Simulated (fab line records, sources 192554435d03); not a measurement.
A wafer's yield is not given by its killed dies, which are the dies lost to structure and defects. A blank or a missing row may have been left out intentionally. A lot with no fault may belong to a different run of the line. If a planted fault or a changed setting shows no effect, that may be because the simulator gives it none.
One fault through the eyes of 2 desks -- flow n5 finfet -- what lay behind the numbers comes last; until then each desk has only its own

THE TOOL OWNER'S DESK: ald sin-04
The tool's own readings at N5_BEOL_M0_SAQP_ALD_48 (deposits SiO2, target thk 20 nm, pulse time 1 s, co reactant pulse time 1 s): means of the sampled wafers that have a number, for each lot that ran on this tool. Any lot whose mean is over 4 standard deviations away from the usual mean is out of limits and marked OUT; that distance is given in the brackets.
Columns: A = heater power w at N5_BEOL_M0_SAQP_ALD_48, usual 79 W; B = precursor pulse height rel at N5_BEOL_M0_SAQP_ALD_48, usual 0.996
lot,first seen here,A,B
L481,day 9 06:44,75,0.998
L482,day 9 19:39,80,1.001
L486,day 10 20:56,74,0.998
Finding of this desk: none of the 3 lots has anything out of limits.

THE METROLOGY DESK
Lot by lot, what the gauges showed, no matter which tool ran the lot: averages of those sampled wafers that carry a number. Any lot whose mean is over 4 standard deviations away from the usual mean is out of limits and marked OUT; that distance is given in the brackets. Only the readings that lie furthest out on some lot appear, 7 of the 10 it has.
Columns: A = DIBL_P at N5_BEOL_M4_RC_MEAS_101, usual 35 mV/V; B = IOFF_P at N5_BEOL_M4_RC_MEAS_101, usual 0.20 nA/um; C = ION_N at N5_BEOL_M4_RC_MEAS_101, usual 673 uA/um; D = ION_P at N5_BEOL_M4_RC_MEAS_101, usual 462 uA/um; E = SS_P at N5_BEOL_M4_RC_MEAS_101, usual 73.0 mV/dec; F = VT_N at N5_BEOL_M4_RC_MEAS_101, usual 252 mV; G = VT_P at N5_BEOL_M4_RC_MEAS_101, usual -251 mV
lot,first seen here,A,B,C,D,E,F,G
L481,day 11 05:25,33,0.21,682,479,72.1,252,-244
L482,day 12 04:14,38,0.27,690,482,74.0,248,-243
L483,day 12 09:52,36,0.23,687,466,73.4,248,-249
L486,day 13 08:56,34,0.17,657,456,73.3,253,-250
Finding of this desk: none of the 4 lots has anything out of limits.

ALL TOGETHER
The tool owner's desk saw nothing out of limits.
Metrology desk: nothing out of limits seen.

WHAT THE SIMULATOR PUT IN
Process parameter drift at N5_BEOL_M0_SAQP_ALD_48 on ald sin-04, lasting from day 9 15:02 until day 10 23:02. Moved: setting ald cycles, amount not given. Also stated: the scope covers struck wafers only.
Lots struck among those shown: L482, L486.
